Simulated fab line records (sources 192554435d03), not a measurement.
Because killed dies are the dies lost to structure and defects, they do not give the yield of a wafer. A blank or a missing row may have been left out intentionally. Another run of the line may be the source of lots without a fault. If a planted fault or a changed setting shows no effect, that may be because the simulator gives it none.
Lot-split experiment / flow n5-finfet / 39 wafers read from 7 lots, route of 1938 steps

## THE SPLIT ITSELF
At N5_BEOL_M12_ETCH_68 (etches SOC in N2/H2, time 285 s), the setting target-depth-a was moved away from the recipe's 5700 angstrom on 15 of the 39 wafers read, by -55.8% to +38.5%. The other wafers ran this setting at the recipe's value.

The reading is taken at the split's own step.

## THE READING
SiARC_of_BEOL_M12_COAT_66.thk-nm (the simulator's own value, which no gauge read), in nm, at N5_BEOL_M12_ETCH_68 (etches SOC in N2/H2, time 285 s). The file does not state a usual value for it. The 24 wafers here that ran the recipe average 86.1 nm, standard deviation 0.56 nm.

wafer=L075.1; tool, chamber at the split=rie-diel-03, 2; target-depth-a as run, angstrom=2866; against the recipe=-49.7%; SiARC_of_BEOL_M12_COAT_66.thk-nm, nm=97.4; against lot-mates on the recipe=+11.8
wafer=L075.2; tool, chamber at the split=rie-diel-03, 3; target-depth-a as run, angstrom=5700; against the recipe=recipe; SiARC_of_BEOL_M12_COAT_66.thk-nm, nm=85; against lot-mates on the recipe=-
wafer=L075.3; tool, chamber at the split=rie-diel-03, 0; target-depth-a as run, angstrom=5700; against the recipe=recipe; SiARC_of_BEOL_M12_COAT_66.thk-nm, nm=85.6; against lot-mates on the recipe=-
wafer=L075.4; tool, chamber at the split=rie-diel-03, 1; target-depth-a as run, angstrom=2866; against the recipe=-49.7%; SiARC_of_BEOL_M12_COAT_66.thk-nm, nm=98; against lot-mates on the recipe=+12.4
wafer=L075.5; tool, chamber at the split=rie-diel-03, 1; target-depth-a as run, angstrom=5700; against the recipe=recipe; SiARC_of_BEOL_M12_COAT_66.thk-nm, nm=86.2; against lot-mates on the recipe=-
wafer=L075.6; tool, chamber at the split=rie-diel-03, 2; target-depth-a as run, angstrom=2866; against the recipe=-49.7%; SiARC_of_BEOL_M12_COAT_66.thk-nm, nm=97.6; against lot-mates on the recipe=+12.0
wafer=L077.1; tool, chamber at the split=rie-diel-03, 3; target-depth-a as run, angstrom=2648; against the recipe=-53.5%; SiARC_of_BEOL_M12_COAT_66.thk-nm, nm=98.8; against lot-mates on the recipe=+12.5
wafer=L077.2; tool, chamber at the split=rie-diel-03, 1; target-depth-a as run, angstrom=5700; against the recipe=recipe; SiARC_of_BEOL_M12_COAT_66.thk-nm, nm=86.6; against lot-mates on the recipe=-
wafer=L077.3; tool, chamber at the split=rie-diel-03, 2; target-depth-a as run, angstrom=5700; against the recipe=recipe; SiARC_of_BEOL_M12_COAT_66.thk-nm, nm=86; against lot-mates on the recipe=-
wafer=L077.4; tool, chamber at the split=rie-diel-03, 0; target-depth-a as run, angstrom=2648; against the recipe=-53.5%; SiARC_of_BEOL_M12_COAT_66.thk-nm, nm=99; against lot-mates on the recipe=+12.7
wafer=L077.5; tool, chamber at the split=rie-diel-03, 0; target-depth-a as run, angstrom=2648; against the recipe=-53.5%; SiARC_of_BEOL_M12_COAT_66.thk-nm, nm=99.2; against lot-mates on the recipe=+12.9
wafer=L077.6; tool, chamber at the split=rie-diel-03, 3; target-depth-a as run, angstrom=5700; against the recipe=recipe; SiARC_of_BEOL_M12_COAT_66.thk-nm, nm=86.2; against lot-mates on the recipe=-
wafer=L080.1; tool, chamber at the split=rie-diel-01, 3; target-depth-a as run, angstrom=5700; against the recipe=recipe; SiARC_of_BEOL_M12_COAT_66.thk-nm, nm=86.8; against lot-mates on the recipe=-
wafer=L080.2; tool, chamber at the split=rie-diel-01, 1; target-depth-a as run, angstrom=5700; against the recipe=recipe; SiARC_of_BEOL_M12_COAT_66.thk-nm, nm=85.4; against lot-mates on the recipe=-
wafer=L080.3; tool, chamber at the split=rie-diel-01, 0; target-depth-a as run, angstrom=5700; against the recipe=recipe; SiARC_of_BEOL_M12_COAT_66.thk-nm, nm=85.8; against lot-mates on the recipe=-
wafer=L080.4; tool, chamber at the split=rie-diel-01, 3; target-depth-a as run, angstrom=5700; against the recipe=recipe; SiARC_of_BEOL_M12_COAT_66.thk-nm, nm=86.6; against lot-mates on the recipe=-
wafer=L080.5; tool, chamber at the split=rie-diel-01, 0; target-depth-a as run, angstrom=5700; against the recipe=recipe; SiARC_of_BEOL_M12_COAT_66.thk-nm, nm=86.4; against lot-mates on the recipe=-
wafer=L080.6; tool, chamber at the split=rie-diel-01, 1; target-depth-a as run, angstrom=5700; against the recipe=recipe; SiARC_of_BEOL_M12_COAT_66.thk-nm, nm=85.6; against lot-mates on the recipe=-
wafer=L083.2; tool, chamber at the split=rie-diel-03, 2; target-depth-a as run, angstrom=5700; against the recipe=recipe; SiARC_of_BEOL_M12_COAT_66.thk-nm, nm=85.2; against lot-mates on the recipe=-
wafer=L083.4; tool, chamber at the split=rie-diel-03, 1,0; target-depth-a as run, angstrom=5700; against the recipe=recipe; SiARC_of_BEOL_M12_COAT_66.thk-nm, nm=86.2; against lot-mates on the recipe=-
wafer=L083.6; tool, chamber at the split=rie-diel-03, 1,0; target-depth-a as run, angstrom=5700; against the recipe=recipe; SiARC_of_BEOL_M12_COAT_66.thk-nm, nm=86.2; against lot-mates on the recipe=-
wafer=L085.1; tool, chamber at the split=rie-diel-03, 0,3; target-depth-a as run, angstrom=2521; against the recipe=-55.8%; SiARC_of_BEOL_M12_COAT_66.thk-nm, nm=100; against lot-mates on the recipe=+13.3
wafer=L085.2; tool, chamber at the split=rie-diel-03, 0,3; target-depth-a as run, angstrom=2521; against the recipe=-55.8%; SiARC_of_BEOL_M12_COAT_66.thk-nm, nm=100; against lot-mates on the recipe=+13.3
wafer=L085.3; tool, chamber at the split=rie-diel-03, 2; target-depth-a as run, angstrom=2521; against the recipe=-55.8%; SiARC_of_BEOL_M12_COAT_66.thk-nm, nm=99.6; against lot-mates on the recipe=+12.9
wafer=L085.4; tool, chamber at the split=rie-diel-03, 1; target-depth-a as run, angstrom=5700; against the recipe=recipe; SiARC_of_BEOL_M12_COAT_66.thk-nm, nm=86.8; against lot-mates on the recipe=-
wafer=L085.6; tool, chamber at the split=rie-diel-03, 1; target-depth-a as run, angstrom=5700; against the recipe=recipe; SiARC_of_BEOL_M12_COAT_66.thk-nm, nm=86.8; against lot-mates on the recipe=-
wafer=L085.5; tool, chamber at the split=rie-diel-03, 2; target-depth-a as run, angstrom=5700; against the recipe=recipe; SiARC_of_BEOL_M12_COAT_66.thk-nm, nm=86.4; against lot-mates on the recipe=-
wafer=L087.1; tool, chamber at the split=rie-diel-03, 2; target-depth-a as run, angstrom=5700; against the recipe=recipe; SiARC_of_BEOL_M12_COAT_66.thk-nm, nm=85.2; against lot-mates on the recipe=-
wafer=L087.2; tool, chamber at the split=rie-diel-03, 3; target-depth-a as run, angstrom=7822; against the recipe=+37.2%; SiARC_of_BEOL_M12_COAT_66.thk-nm, nm=76.4; against lot-mates on the recipe=-9.3
wafer=L087.3; tool, chamber at the split=rie-diel-03, 0; target-depth-a as run, angstrom=7822; against the recipe=+37.2%; SiARC_of_BEOL_M12_COAT_66.thk-nm, nm=77; against lot-mates on the recipe=-8.7
wafer=L087.4; tool, chamber at the split=rie-diel-03, 1; target-depth-a as run, angstrom=5700; against the recipe=recipe; SiARC_of_BEOL_M12_COAT_66.thk-nm, nm=86.2; against lot-mates on the recipe=-
wafer=L087.5; tool, chamber at the split=rie-diel-03, 0; target-depth-a as run, angstrom=7822; against the recipe=+37.2%; SiARC_of_BEOL_M12_COAT_66.thk-nm, nm=76.8; against lot-mates on the recipe=-8.9
wafer=L087.6; tool, chamber at the split=rie-diel-03, 3; target-depth-a as run, angstrom=5700; against the recipe=recipe; SiARC_of_BEOL_M12_COAT_66.thk-nm, nm=85.6; against lot-mates on the recipe=-
wafer=L094.1; tool, chamber at the split=rie-diel-01, 0,3; target-depth-a as run, angstrom=5700; against the recipe=recipe; SiARC_of_BEOL_M12_COAT_66.thk-nm, nm=86.8; against lot-mates on the recipe=-
wafer=L094.5; tool, chamber at the split=rie-diel-01, 0,3; target-depth-a as run, angstrom=5700; against the recipe=recipe; SiARC_of_BEOL_M12_COAT_66.thk-nm, nm=86.8; against lot-mates on the recipe=-
wafer=L094.2; tool, chamber at the split=rie-diel-01, 2; target-depth-a as run, angstrom=7895; against the recipe=+38.5%; SiARC_of_BEOL_M12_COAT_66.thk-nm, nm=75.8; against lot-mates on the recipe=-10.6
wafer=L094.3; tool, chamber at the split=rie-diel-01, 3; target-depth-a as run, angstrom=7895; against the recipe=+38.5%; SiARC_of_BEOL_M12_COAT_66.thk-nm, nm=77.8; against lot-mates on the recipe=-8.6
wafer=L094.4; tool, chamber at the split=rie-diel-01, 1; target-depth-a as run, angstrom=7895; against the recipe=+38.5%; SiARC_of_BEOL_M12_COAT_66.thk-nm, nm=76.6; against lot-mates on the recipe=-9.8
wafer=L094.6; tool, chamber at the split=rie-diel-01, 2; target-depth-a as run, angstrom=5700; against the recipe=recipe; SiARC_of_BEOL_M12_COAT_66.thk-nm, nm=85.6; against lot-mates on the recipe=-
The file does not say which wafer passed through which chamber wherever a row lists several chambers: such a row stands for several wafers.

FIT RESULTS
A straight line over all 39 wafers: SiARC_of_BEOL_M12_COAT_66.thk-nm changes by -0.243 nm for each +1% of target-depth-a; r = -1.00; the points scatter about the line by 0.55 nm.
The same after taking each lot's own level away (the mean of its wafers on the recipe; 39 wafers): -0.241 nm for each +1%; r = -1.00; scatter 0.47 nm.
On that fit, the largest move of target-depth-a shifts the reading by 13 nm.
The span of the lots' own levels, 85.60 to 86.67 nm, comes to 1.9 times the standard deviation stated above.
So the lot-to-lot level changes the slope little: the two slopes agree.
Check: with one of the wafers moved furthest among these (-55.8%) left out of the fit, the line predicts +13.4 nm for it against its lot-mates. It came out at +13.3 nm against them.

## FURTHER SPLITS ON THESE WAFERS
Other splits were also applied to these wafers ahead of the reading. Each is held against what the fit with the lots' levels taken away leaves over:
other split on the same wafers=N5_BEOL_M7_DEP_56 target-thk-a; wafers away from the commonest value=18; r with SiARC_of_BEOL_M12_COAT_66.thk-nm (lot level and that fit taken away)=-0.04
other split on the same wafers=N5_BEOL_M12_ILD_DEP_00 target-thk-a; wafers away from the commonest value=15; r with SiARC_of_BEOL_M12_COAT_66.thk-nm (lot level and that fit taken away)=+0.05

## FILE'S OWN FIT
SiARC_of_BEOL_M12_COAT_66.thk-nm changes by -0.241 nm for each +1% of target-depth-a, r = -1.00.
